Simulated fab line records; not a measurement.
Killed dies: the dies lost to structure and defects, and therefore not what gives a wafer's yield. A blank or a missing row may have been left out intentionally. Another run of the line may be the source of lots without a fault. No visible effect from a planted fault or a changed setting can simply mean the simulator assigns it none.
Which tool is to blame? :: flow n5Finfet :: Sampling: 10 lots, 30 wafers, 5 of 1938 route steps

== WHAT THE GAUGES READ, wafer by wafer ==
The record lacks any reading of a measuring or inspecting step that a usual standard deviation could be used to judge.

== EACH LOT AND THE TOOL THAT RAN IT (in order: tool; ch and the chambers of the sampled wafers; start) ==
lot: L786
N5_BEOL_M0_CUTY_ETCH_62: rieDiel-04 ch 0,1,2, day 5 23:05
N5_PASSIVATION_DESCUM_12: rieDiel-06 ch 0,1,3, day 13 22:04
N5_PASSIVATION_AL_ETCH_33: rieMetal-03 ch 0,1, day 14 00:02
N5_PASSIVATION_PECVD_35: pecvd-01 ch 0,2, day 14 01:10
N5_PASSIVATION_PROBE_49: -

lot: L787
N5_BEOL_M0_CUTY_ETCH_62: rieDiel-05 ch 0,1,2, day 6 01:12
N5_PASSIVATION_DESCUM_12: rieDiel-03 ch 0,2,3, day 13 16:15
N5_PASSIVATION_AL_ETCH_33: rieMetal-03 ch 0,1, day 13 18:37
N5_PASSIVATION_PECVD_35: pecvd-01 ch 0,1,2, day 13 19:45
N5_PASSIVATION_PROBE_49: -

lot: L789
N5_BEOL_M0_CUTY_ETCH_62: rieDiel-05 ch 0,2, day 6 10:26
N5_PASSIVATION_DESCUM_12: rieDiel-03 ch 1,2, day 14 04:44
N5_PASSIVATION_AL_ETCH_33: rieMetal-02 ch 1, day 14 06:38
N5_PASSIVATION_PECVD_35: pecvd-02 ch 0,1, day 14 07:47
N5_PASSIVATION_PROBE_49: -

lot: L790
N5_BEOL_M0_CUTY_ETCH_62: rieDiel-02 ch 0,3, day 6 15:54
N5_PASSIVATION_DESCUM_12: rieDiel-01 ch 0,3, day 14 02:54
N5_PASSIVATION_AL_ETCH_33: rieMetal-03 ch 0,1, day 14 05:58
N5_PASSIVATION_PECVD_35: pecvd-02 ch 0,1, day 14 07:08
N5_PASSIVATION_PROBE_49: -

lot: L791
N5_BEOL_M0_CUTY_ETCH_62: rieDiel-05 ch 1,2, day 6 22:44
N5_PASSIVATION_DESCUM_12: rieDiel-01 ch 0,2,3, day 14 23:29
N5_PASSIVATION_AL_ETCH_33: rieMetal-03 ch 0,1, day 15 12:27
N5_PASSIVATION_PECVD_35: pecvd-02 ch 0,1,2, day 15 13:42
N5_PASSIVATION_PROBE_49: -

lot: L797
N5_BEOL_M0_CUTY_ETCH_62: rieDiel-04 ch 0,1,2, day 8 15:56
N5_PASSIVATION_DESCUM_12: rieDiel-06 ch 0,3, day 16 09:19
N5_PASSIVATION_AL_ETCH_33: rieMetal-03 ch 0,1, day 16 11:25
N5_PASSIVATION_PECVD_35: pecvd-02 ch 0,1,2, day 16 12:28
N5_PASSIVATION_PROBE_49: -

lot: L798
N5_BEOL_M0_CUTY_ETCH_62: rieDiel-05 ch 0,1,3, day 9 00:51
N5_PASSIVATION_DESCUM_12: rieDiel-03 ch 1,2, day 16 09:55
N5_PASSIVATION_AL_ETCH_33: rieMetal-02 ch 0,1, day 16 11:37
N5_PASSIVATION_PECVD_35: pecvd-01 ch 1,2, day 16 12:45
N5_PASSIVATION_PROBE_49: prober-02, day 16 17:06

lot: L805
N5_BEOL_M0_CUTY_ETCH_62: rieDiel-05 ch 0,1, day 10 10:10
N5_PASSIVATION_DESCUM_12: rieDiel-06 ch 2,3, day 18 03:14
N5_PASSIVATION_AL_ETCH_33: rieMetal-03 ch 1, day 18 05:38
N5_PASSIVATION_PECVD_35: pecvd-01 ch 0,1,2, day 18 06:59
N5_PASSIVATION_PROBE_49: prober-01, day 18 10:40

lot: L806
N5_BEOL_M0_CUTY_ETCH_62: rieDiel-05 ch 2,3, day 10 22:08
N5_PASSIVATION_DESCUM_12: rieDiel-01 ch 1,2,3, day 18 23:42
N5_PASSIVATION_AL_ETCH_33: rieMetal-02 ch 0,1, day 19 01:37
N5_PASSIVATION_PECVD_35: pecvd-02 ch 1,2, day 19 02:55
N5_PASSIVATION_PROBE_49: prober-02, day 19 06:32

lot: L808
N5_BEOL_M0_CUTY_ETCH_62: rieDiel-02 ch 2,3, day 11 05:43
N5_PASSIVATION_DESCUM_12: rieDiel-01 ch 1,2,3, day 19 05:40
N5_PASSIVATION_AL_ETCH_33: rieMetal-02 ch 0,1, day 19 08:09
N5_PASSIVATION_PECVD_35: pecvd-02 ch 0,1, day 19 09:27
N5_PASSIVATION_PROBE_49: -
- N5_BEOL_M0_CUTY_ETCH_62: etches SiARC in CF4, time 58.5 s.
- N5_PASSIVATION_DESCUM_12: chemistry O2, time 7.9 s.
- N5_PASSIVATION_AL_ETCH_33: etches Al in Cl2/BCl3, stops on TaN, target depth 2800 nm, time 466.7 s.
- N5_PASSIVATION_PECVD_35: deposits SiNx from SiH4/NH3/N2, target thk 700 nm, time 151.3 s.
- N5_PASSIVATION_PROBE_49

== AS READ BY THE TOOLS THEMSELVES (means over the sampled wafers that have a number; for cases with no such wafer, the mark the record gives instead) ==
N5_BEOL_M0_CUTY_ETCH_62. Usual: drypumpMotorCurrentA 5.8 A, standard deviation 0.44; etchRfOnTimeS 59.4 s, standard deviation 1.9; oesProductAu 0.63 a.u., standard deviation 0.052; rfVppV 184.1 V, standard deviation 1.2; showerheadPlenumPTorr 2.15 Torr, standard deviation 0.078; throttleValvePct 15.69 %, standard deviation 0.24.
lot: L786
tool: rieDiel-04
drypumpMotorCurrentA (A): 5.7
etchRfOnTimeS (s): 59.5
oesProductAu (a.u.): 0.65
rfVppV (V): 184.2
showerheadPlenumPTorr (Torr): 2.12
throttleValvePct (%): 15.58
flag: 

lot: L787
tool: rieDiel-05
drypumpMotorCurrentA (A): 5.9
etchRfOnTimeS (s): 61.2
oesProductAu (a.u.): 0.60
rfVppV (V): 184.2
showerheadPlenumPTorr (Torr): 2.13
throttleValvePct (%): 15.74
flag: 

lot: L789
tool: rieDiel-05
drypumpMotorCurrentA (A): 5.6
etchRfOnTimeS (s): 59.7
oesProductAu (a.u.): 0.61
rfVppV (V): 185.1
showerheadPlenumPTorr (Torr): 2.16
throttleValvePct (%): 15.80
flag: 

lot: L790
tool: rieDiel-02
drypumpMotorCurrentA (A): 5.5
etchRfOnTimeS (s): 59.4
oesProductAu (a.u.): 0.61
rfVppV (V): 182.5
showerheadPlenumPTorr (Torr): 2.06
throttleValvePct (%): 15.62
flag: 

lot: L791
tool: rieDiel-05
drypumpMotorCurrentA (A): 5.8
etchRfOnTimeS (s): 59.6
oesProductAu (a.u.): 0.61
rfVppV (V): 183.8
showerheadPlenumPTorr (Torr): 2.15
throttleValvePct (%): 15.59
flag: 

lot: L797
tool: rieDiel-04
drypumpMotorCurrentA (A): 5.6
etchRfOnTimeS (s): 59.1
oesProductAu (a.u.): 0.63
rfVppV (V): 183.7
showerheadPlenumPTorr (Torr): 2.12
throttleValvePct (%): 15.62
flag: 

lot: L798
tool: rieDiel-05
drypumpMotorCurrentA (A): 6.1
etchRfOnTimeS (s): 61.2
oesProductAu (a.u.): 0.59
rfVppV (V): 184.1
showerheadPlenumPTorr (Torr): 2.10
throttleValvePct (%): 15.88
flag: 

lot: L805
tool: rieDiel-05
drypumpMotorCurrentA (A): 5.9
etchRfOnTimeS (s): 62.1
oesProductAu (a.u.): 0.57
rfVppV (V): 182.8
showerheadPlenumPTorr (Torr): 2.09
throttleValvePct (%): 15.98
flag: 

lot: L806
tool: rieDiel-05
drypumpMotorCurrentA (A): 5.7
etchRfOnTimeS (s): 59.0
oesProductAu (a.u.): 0.61
rfVppV (V): 184.7
showerheadPlenumPTorr (Torr): 2.18
throttleValvePct (%): 15.63
flag: 

lot: L808
tool: rieDiel-02
drypumpMotorCurrentA (A): 5.9
etchRfOnTimeS (s): 56.5
oesProductAu (a.u.): 0.66
rfVppV (V): 184.8
showerheadPlenumPTorr (Torr): 2.21
throttleValvePct (%): 15.63
flag: 

N5_PASSIVATION_DESCUM_12. Usual: drypumpMotorCurrentA 5.8 A, standard deviation 0.48; oesProductAu 0.76 a.u., standard deviation 0.075; rfVppV 242.9 V, standard deviation 1.3; showerheadPlenumPTorr 2.10 Torr, standard deviation 0.066; throttleValvePct 20.50 %, standard deviation 0.26.
lot: L786
tool: rieDiel-06
drypumpMotorCurrentA (A): 5.9
oesProductAu (a.u.): 0.81
rfVppV (V): 242.8
showerheadPlenumPTorr (Torr): 2.12
throttleValvePct (%): 20.31
flag: 

lot: L787
tool: rieDiel-03
drypumpMotorCurrentA (A): 5.1
oesProductAu (a.u.): 0.78
rfVppV (V): 243.1
showerheadPlenumPTorr (Torr): 2.08
throttleValvePct (%): 20.47
flag: 

lot: L789
tool: rieDiel-03
drypumpMotorCurrentA (A): 5.0
oesProductAu (a.u.): 0.78
rfVppV (V): 241.7
showerheadPlenumPTorr (Torr): 2.05
throttleValvePct (%): 20.68
flag: 

lot: L790
tool: rieDiel-01
drypumpMotorCurrentA (A): 6.2
oesProductAu (a.u.): 0.73
rfVppV (V): 243.5
showerheadPlenumPTorr (Torr): 2.07
throttleValvePct (%): 20.62
flag: 

lot: L791
tool: rieDiel-01
drypumpMotorCurrentA (A): 6.1
oesProductAu (a.u.): 0.74
rfVppV (V): 242.7
showerheadPlenumPTorr (Torr): 2.10
throttleValvePct (%): 20.56
flag: 

lot: L797
tool: rieDiel-06
drypumpMotorCurrentA (A): 6.4
oesProductAu (a.u.): 0.79
rfVppV (V): 244.3
showerheadPlenumPTorr (Torr): 2.10
throttleValvePct (%): 20.12
flag: 

lot: L798
tool: rieDiel-03
drypumpMotorCurrentA (A): 5.1
oesProductAu (a.u.): 0.75
rfVppV (V): 243.1
showerheadPlenumPTorr (Torr): 2.08
throttleValvePct (%): 20.64
flag: 

lot: L805
tool: rieDiel-06
drypumpMotorCurrentA (A): 6.0
oesProductAu (a.u.): 0.70
rfVppV (V): 243.0
showerheadPlenumPTorr (Torr): 2.11
throttleValvePct (%): 20.48
flag: 

lot: L806
tool: rieDiel-01
drypumpMotorCurrentA (A): 6.0
oesProductAu (a.u.): 0.80
rfVppV (V): 243.1
showerheadPlenumPTorr (Torr): 2.15
throttleValvePct (%): 20.43
flag: 

lot: L808
tool: rieDiel-01
drypumpMotorCurrentA (A): 6.0
oesProductAu (a.u.): 0.80
rfVppV (V): 243.4
showerheadPlenumPTorr (Torr): 2.15
throttleValvePct (%): 20.43
flag: 

N5_PASSIVATION_AL_ETCH_33. Usual: bcl3FlowSccm 60.00 sccm, standard deviation 0.18; drypumpMotorCurrentA 5.5 A, standard deviation 0.42; mfcCl2Sccm 180.0 sccm, standard deviation 0.5; oesProductAu 0.72 a.u., standard deviation 0.1; throttleValvePct 34.45 %, standard deviation 0.25.
lot: L786
tool: rieMetal-03
bcl3FlowSccm (sccm): 59.99
drypumpMotorCurrentA (A): 5.1
mfcCl2Sccm (sccm): 180.1
oesProductAu (a.u.): 0.60
throttleValvePct (%): 34.46
flag: 

lot: L787
tool: rieMetal-03
bcl3FlowSccm (sccm): 60.09
drypumpMotorCurrentA (A): 5.1
mfcCl2Sccm (sccm): 179.9
oesProductAu (a.u.): 0.61
throttleValvePct (%): 34.43
flag: 

lot: L789
tool: rieMetal-02
bcl3FlowSccm (sccm): 59.70
drypumpMotorCurrentA (A): 6.1
mfcCl2Sccm (sccm): 180.2
oesProductAu (a.u.): 0.73
throttleValvePct (%): 34.60
flag: 

lot: L790
tool: rieMetal-03
bcl3FlowSccm (sccm): 59.95
drypumpMotorCurrentA (A): 5.2
mfcCl2Sccm (sccm): 180.0
oesProductAu (a.u.): 0.60
throttleValvePct (%): 34.61
flag: 

lot: L791
tool: rieMetal-03
bcl3FlowSccm (sccm): 59.89
drypumpMotorCurrentA (A): 5.2
mfcCl2Sccm (sccm): 180.4
oesProductAu (a.u.): 0.60
throttleValvePct (%): 34.44
flag: 

lot: L797
tool: rieMetal-03
bcl3FlowSccm (sccm): 59.95
drypumpMotorCurrentA (A): 5.2
mfcCl2Sccm (sccm): 179.8
oesProductAu (a.u.): 0.59
throttleValvePct (%): 34.62
flag: 

lot: L798
tool: rieMetal-02
bcl3FlowSccm (sccm): 60.03
drypumpMotorCurrentA (A): 5.4
mfcCl2Sccm (sccm): 179.7
oesProductAu (a.u.): 0.80
throttleValvePct (%): 34.40
flag: 

lot: L805
tool: rieMetal-03
bcl3FlowSccm (sccm): 59.84
drypumpMotorCurrentA (A): 5.1
mfcCl2Sccm (sccm): 180.1
oesProductAu (a.u.): 0.87
throttleValvePct (%): 34.16
flag: 

lot: L806
tool: rieMetal-02
bcl3FlowSccm (sccm): 60.25
drypumpMotorCurrentA (A): 5.8
mfcCl2Sccm (sccm): 180.1
oesProductAu (a.u.): 0.74
throttleValvePct (%): 34.52
flag: 

lot: L808
tool: rieMetal-02
bcl3FlowSccm (sccm): 59.77
drypumpMotorCurrentA (A): 5.8
mfcCl2Sccm (sccm): 180.0
oesProductAu (a.u.): 0.73
throttleValvePct (%): 34.55
flag: 

N5_PASSIVATION_PECVD_35. Usual: heaterPowerW 341 W, standard deviation 90; showerheadPlenumPTorr 8.67 Torr, standard deviation 0.075; susceptorTempC 400.01 C, standard deviation 0.24; throttleValvePct 29.6 %, standard deviation 1.3.
lot: L786
tool: pecvd-01
heaterPowerW (W): 431
showerheadPlenumPTorr (Torr): 8.77
susceptorTempC (C): 399.90
throttleValvePct (%): 28.4
flag: 

lot: L787
tool: pecvd-01
heaterPowerW (W): 466
showerheadPlenumPTorr (Torr): 8.74
susceptorTempC (C): 399.93
throttleValvePct (%): 29.1
flag: 

lot: L789
tool: pecvd-02
heaterPowerW (W): 381
showerheadPlenumPTorr (Torr): 8.58
susceptorTempC (C): 399.96
throttleValvePct (%): 31.0
flag: 

lot: L790
tool: pecvd-02
heaterPowerW (W): 339
showerheadPlenumPTorr (Torr): 8.64
susceptorTempC (C): 400.09
throttleValvePct (%): 31.1
flag: 

lot: L791
tool: pecvd-02
heaterPowerW (W): 321
showerheadPlenumPTorr (Torr): 8.63
susceptorTempC (C): 399.97
throttleValvePct (%): 30.4
flag: 

lot: L797
tool: pecvd-02
heaterPowerW (W): 320
showerheadPlenumPTorr (Torr): 8.61
susceptorTempC (C): 399.77
throttleValvePct (%): 30.5
flag: 

lot: L798
tool: pecvd-01
heaterPowerW (W): 372
showerheadPlenumPTorr (Torr): 8.74
susceptorTempC (C): 400.12
throttleValvePct (%): 28.8
flag: 

lot: L805
tool: pecvd-01
heaterPowerW (W): 439
showerheadPlenumPTorr (Torr): 8.75
susceptorTempC (C): 399.83
throttleValvePct (%): 29.4
flag: 

lot: L806
tool: pecvd-02
heaterPowerW (W): 295
showerheadPlenumPTorr (Torr): 8.64
susceptorTempC (C): 400.29
throttleValvePct (%): 30.0
flag: 

lot: L808
tool: pecvd-02
heaterPowerW (W): 325
showerheadPlenumPTorr (Torr): 8.64
susceptorTempC (C): 399.80
throttleValvePct (%): 31.2
flag: 

N5_PASSIVATION_PROBE_49. Usual: defectLimitedYield 91.6 %, standard deviation 1.4; killed_at_M0_to_M3 35, standard deviation 10; killed_at_M4_up 13, standard deviation 4.8; killedAtContacts 12, standard deviation 7.2; killedAtFrontEnd 36, standard deviation 12; killedAtOther 4, standard deviation 3.1; killedDies 100, standard deviation 17; killedOpen 66, standard deviation 13; killedShort 32, standard deviation 7.3; sort_bin_4_leakage 0.00 %, standard deviation 0.0099; sort_bin_5_function 5.0 %, standard deviation 0.94; sort_bin_6_memory 3.1 %, standard deviation 0.67; sort_bin_8_speed 0.01 %, standard deviation 0.047; sortNPass 1080, standard deviation 17; sortYieldPct 91.6 %, standard deviation 1.4.
lot: L798
tool: prober-02
defectLimitedYield (%): 91.9
killed_at_M0_to_M3: 43
killed_at_M4_up: 13
killedAtContacts: 5
killedAtFrontEnd: 31
killedAtOther: 4
killedDies: 95
killedOpen: 61
killedShort: 34
sort_bin_4_leakage (%): 0.00
sort_bin_5_function (%): 4.8
sort_bin_6_memory (%): 3.0
sort_bin_8_speed (%): 0.00
sortNPass: 1085
sortYieldPct (%): 91.9
flag: 

lot: L805
tool: prober-01
defectLimitedYield (%): 86.0
killed_at_M0_to_M3: 108
killed_at_M4_up: 15
killedAtContacts: 6
killedAtFrontEnd: 33
killedAtOther: 2
killedDies: 165
killedOpen: 57
killedShort: 29
sort_bin_4_leakage (%): 0.00
sort_bin_5_function (%): 8.7
sort_bin_6_memory (%): 3.9
sort_bin_8_speed (%): 0.00
sortNPass: 1015
sortYieldPct (%): 86.0
flag: OFF

lot: L806
tool: prober-02
defectLimitedYield (%): 85.4
killed_at_M0_to_M3: 133
killed_at_M4_up: 8
killedAtContacts: 6
killedAtFrontEnd: 22
killedAtOther: 1
killedDies: 172
killedOpen: 46
killedShort: 23
sort_bin_4_leakage (%): 0.00
sort_bin_5_function (%): 8.6
sort_bin_6_memory (%): 4.1
sort_bin_8_speed (%): 0.00
sortNPass: 1008
sortYieldPct (%): 85.4
flag: OFF

== THE ANSWER, worked out from the rows above alone ==
Rule: a lot counts as off when the mean over its wafers that have a number is more than 3 standard deviations away from the usual mean. Also off: a lot with no number at a reading for which 4 or more lots have one. All remaining lots with rows at the step are treated as sound. Order of review: gauges by route order, followed by the tools' own readings, for which a lot's mean as printed above is used. The first step at which some lot is off is used, and at that step the reading that is off furthest; a lot without a number counts as furthest.
Off: L805, L806, at N5_PASSIVATION_PROBE_49 (killed_at_M0_to_M3). Neither off nor sound, because the step has no rows for them: L786, L787, L789, L790, L791, L797, L808.
A tool fits if, at that step or a process step before it, it ran every lot that is off, and no sound lot after the first of them. One fits: rieDiel-05 at N5_BEOL_M0_CUTY_ETCH_62. Its last sound lot is L798 (day 9 00:51), its first lot that is off L805 (day 10 10:10): a fault that began between those two fits.

== WHAT WAS PUT IN BY THE SIMULATOR ==
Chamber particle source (rieDiel-05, N5_BEOL_M0_CUTY_ETCH_62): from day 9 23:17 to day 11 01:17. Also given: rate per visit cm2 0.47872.
Shown lots that were struck: L805, L806. The rule above found the same.
